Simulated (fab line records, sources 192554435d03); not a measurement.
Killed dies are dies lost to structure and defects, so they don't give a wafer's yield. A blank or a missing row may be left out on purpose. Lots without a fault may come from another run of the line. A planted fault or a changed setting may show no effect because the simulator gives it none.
Which tool did it? | flow n5_finfet | 24 lots, 72 wafers sampled, at 4 steps of a route of 1938

WHAT THE GAUGES READ, wafer by wafer
N5_BEOL_M12_INSPECT_12: inspects for defects (macro).
lot  | measured     | on                | raw_defect_count
L074 | day 10 02:25 | defect_inspect-02 | 3 6 2
L075 | day 10 13:20 | defect_inspect-01 | 1 4 5
L077 | day 10 20:16 | defect_inspect-01 | 1 0 1
L078 | day 11 00:42 | defect_inspect-01 | 3 3 2
L076 | day 11 02:21 | defect_inspect-02 | 3 2 2
L080 | day 11 10:00 | defect_inspect-01 | 1 3 3
L079 | day 11 19:26 | defect_inspect-01 | 2 3 1
L082 | day 12 11:37 | defect_inspect-02 | 5 2 1
L081 | day 12 12:47 | defect_inspect-01 | 3 1 6
L083 | day 12 18:01 | defect_inspect-01 | 3 3 1
L084 | day 12 20:49 | defect_inspect-01 | 5 3 1
L085 | day 13 03:50 | defect_inspect-01 | 1 1 3
L086 | day 13 02:47 | defect_inspect-02 | 1 2 1
L087 | day 13 17:35 | defect_inspect-02 | 0 0 2
L089 | day 13 20:22 | defect_inspect-01 | 1 1 4
L088 | day 14 05:14 | defect_inspect-02 | 2 0 4
L090 | day 14 16:09 | defect_inspect-02 | 6 2 4
L091 | day 14 14:37 | defect_inspect-02 | 2 3 5
L092 | day 15 05:35 | defect_inspect-01 | 2 3 4
L093 | day 15 09:14 | defect_inspect-02 | 1 2 2
L094 | day 15 11:16 | defect_inspect-02 | 0 2 2
L095 | day 16 02:55 | defect_inspect-02 | 3 2 1
L097 | day 16 04:08 | defect_inspect-02 | 2 2 2
L096 | day 16 09:31 | defect_inspect-02 | 3 1 3

WHICH TOOL RAN EACH LOT (tool, then ch and the chambers of the sampled wafers, then the start)
lot  | N5_BEOL_M10_SURFACE_TREAT_76 | N5_BEOL_M10_DEP_56              | N5_BEOL_M11_HM_DEP_02
L074 | pvd_sputter-02, day 9 16:10  | pecvd-01 ch 0,1, day 9 18:01    | pvd_sputter-01, day 9 19:08
L075 | pvd_sputter-01, day 10 01:11 | pecvd-01 ch 1,2, day 10 02:39   | pvd_sputter-01, day 10 04:53
L077 | pvd_sputter-03, day 10 09:40 | pecvd-01 ch 0,1,2, day 10 10:53 | pvd_sputter-02, day 10 13:58
L078 | pvd_sputter-02, day 10 13:49 | pecvd-01 ch 0,2, day 10 15:13   | pvd_sputter-03, day 10 17:11
L076 | pvd_sputter-01, day 10 15:56 | pecvd-04 ch 1,2, day 10 18:03   | pvd_sputter-02, day 10 18:52
L080 | pvd_sputter-03, day 10 22:49 | pecvd-01 ch 0,1,2, day 11 00:02 | pvd_sputter-01, day 11 02:09
L079 | pvd_sputter-01, day 11 08:31 | pecvd-04 ch 0,1, day 11 09:36   | pvd_sputter-02, day 11 14:08
L082 | pvd_sputter-03, day 12 01:52 | pecvd-01 ch 0,1,2, day 12 02:58 | pvd_sputter-03, day 12 05:22
L081 | pvd_sputter-01, day 12 02:44 | pecvd-04 ch 1,2, day 12 03:49   | pvd_sputter-02, day 12 05:31
L083 | pvd_sputter-02, day 12 06:07 | pecvd-04 ch 1,2, day 12 07:19   | pvd_sputter-03, day 12 08:50
L084 | pvd_sputter-03, day 12 12:26 | pecvd-03 ch 0,1, day 12 13:59   | pvd_sputter-03, day 12 15:26
L085 | pvd_sputter-02, day 12 18:24 | pecvd-04 ch 0,1,2, day 12 19:28 | pvd_sputter-03, day 12 20:50
L086 | pvd_sputter-01, day 12 18:43 | pecvd-04 ch 0,1, day 12 19:47   | pvd_sputter-03, day 12 21:06
L087 | pvd_sputter-01, day 13 06:09 | pecvd-03 ch 0,1, day 13 09:14   | pvd_sputter-01, day 13 10:44
L089 | pvd_sputter-02, day 13 10:20 | pecvd-04 ch 0,1,2, day 13 11:41 | pvd_sputter-01, day 13 14:10
L088 | pvd_sputter-01, day 13 17:41 | pecvd-01 ch 0,1,2, day 13 18:52 | pvd_sputter-03, day 13 21:35
L090 | pvd_sputter-02, day 14 03:09 | pecvd-04 ch 1,2, day 14 04:26   | pvd_sputter-01, day 14 09:04
L091 | pvd_sputter-01, day 14 04:06 | pecvd-01 ch 0,1,2, day 14 05:53 | pvd_sputter-03, day 14 09:29
L092 | pvd_sputter-03, day 14 20:13 | pecvd-03 ch 0,1,2, day 14 22:23 | pvd_sputter-03, day 14 23:31
L093 | pvd_sputter-01, day 14 23:13 | pecvd-01 ch 1,2, day 15 00:23   | pvd_sputter-01, day 15 02:10
L094 | pvd_sputter-03, day 14 23:52 | pecvd-04 ch 0,1,2, day 15 02:52 | pvd_sputter-03, day 15 04:18
L095 | pvd_sputter-03, day 15 17:07 | pecvd-04 ch 0,1, day 15 18:13   | pvd_sputter-02, day 15 20:35
L097 | pvd_sputter-02, day 15 20:04 | pecvd-01 ch 0,1,2, day 15 21:20 | pvd_sputter-03, day 15 22:14
L096 | pvd_sputter-02, day 15 21:37 | pecvd-01 ch 0,1,2, day 15 23:04 | pvd_sputter-02, day 16 00:59
- N5_BEOL_M10_SURFACE_TREAT_76
- N5_BEOL_M10_DEP_56: deposits SiCN from 3MS/NH3, target thk 15 nm, time 26.5 s.
- N5_BEOL_M11_HM_DEP_02: deposits TiN, target thk 20 nm.

WHAT THE TOOLS THEMSELVES READ (means of the sampled wafers that have a number; where no wafer has one, the mark that the record gives instead)
N5_BEOL_M10_DEP_56.
lot  | tool     | showerhead_plenum_p_Torr (Torr) | throttle_valve_pct (%)
L074 | pecvd-01 | 3.667                           | 8.5
L075 | pecvd-01 | 3.664                           | 8.4
L077 | pecvd-01 | 3.664                           | 8.9
L078 | pecvd-01 | 3.662                           | 8.9
L076 | pecvd-04 | 3.661                           | 9.0
L080 | pecvd-01 | 3.664                           | 8.8
L079 | pecvd-04 | 3.660                           | 8.7
L082 | pecvd-01 | 3.665                           | 8.8
L081 | pecvd-04 | 3.659                           | 8.8
L083 | pecvd-04 | 3.659                           | 8.9
L084 | pecvd-03 | 3.659                           | 9.5
L085 | pecvd-04 | 3.666                           | 8.7
L086 | pecvd-04 | 3.659                           | 8.6
L087 | pecvd-03 | 3.663                           | 9.4
L089 | pecvd-04 | 3.665                           | 8.7
L088 | pecvd-01 | 3.662                           | 8.6
L090 | pecvd-04 | 3.660                           | 8.9
L091 | pecvd-01 | 3.664                           | 8.9
L092 | pecvd-03 | 3.660                           | 9.3
L093 | pecvd-01 | 3.665                           | 8.8
L094 | pecvd-04 | 3.662                           | 8.8
L095 | pecvd-04 | 3.654                           | 8.8
L097 | pecvd-01 | 3.661                           | 9.0
L096 | pecvd-01 | 3.665                           | 8.7

N5_BEOL_M11_HM_DEP_02.
lot  | tool           | throttle_valve_pct (%)
L074 | pvd_sputter-01 | 31.2
L075 | pvd_sputter-01 | 30.7
L077 | pvd_sputter-02 | 30.9
L078 | pvd_sputter-03 | 29.6
L076 | pvd_sputter-02 | 30.8
L080 | pvd_sputter-01 | 29.9
L079 | pvd_sputter-02 | 30.3
L082 | pvd_sputter-03 | 29.6
L081 | pvd_sputter-02 | 30.1
L083 | pvd_sputter-03 | 29.2
L084 | pvd_sputter-03 | 30.2
L085 | pvd_sputter-03 | 30.0
L086 | pvd_sputter-03 | 29.3
L087 | pvd_sputter-01 | 30.8
L089 | pvd_sputter-01 | 30.8
L088 | pvd_sputter-03 | 29.5
L090 | pvd_sputter-01 | 30.7
L091 | pvd_sputter-03 | 29.4
L092 | pvd_sputter-03 | 29.2
L093 | pvd_sputter-01 | 29.8
L094 | pvd_sputter-03 | 29.5
L095 | pvd_sputter-02 | 31.1
L097 | pvd_sputter-03 | 29.4
L096 | pvd_sputter-02 | 30.2

THE ANSWER, worked out from the rows above alone
Rule: what is usual is taken from the lots themselves. Put in order of their means at a reading, lots are off if they are a third of the lots or fewer, leave a main group of 4 or more, and stand apart from it by a gap of 3 or more times the standard deviation of the main group's means; of several such gaps the widest counts. A main group whose means are all the same, to the digits that the tables above print for the reading, isn't used. A lot without any number at a reading at which 4 lots or more have one is off too. The other lots that the step has rows for count as sound. The gauges are gone through in route order, then the tools' own readings, and for those a lot's mean is taken as printed above. The first step at which some lot is off is used, and at that step the reading that is off furthest; a lot without a number counts as furthest.
No lot is off at any reading shown: from this, nothing can be told.

WHAT THE SIMULATOR HAD PUT IN
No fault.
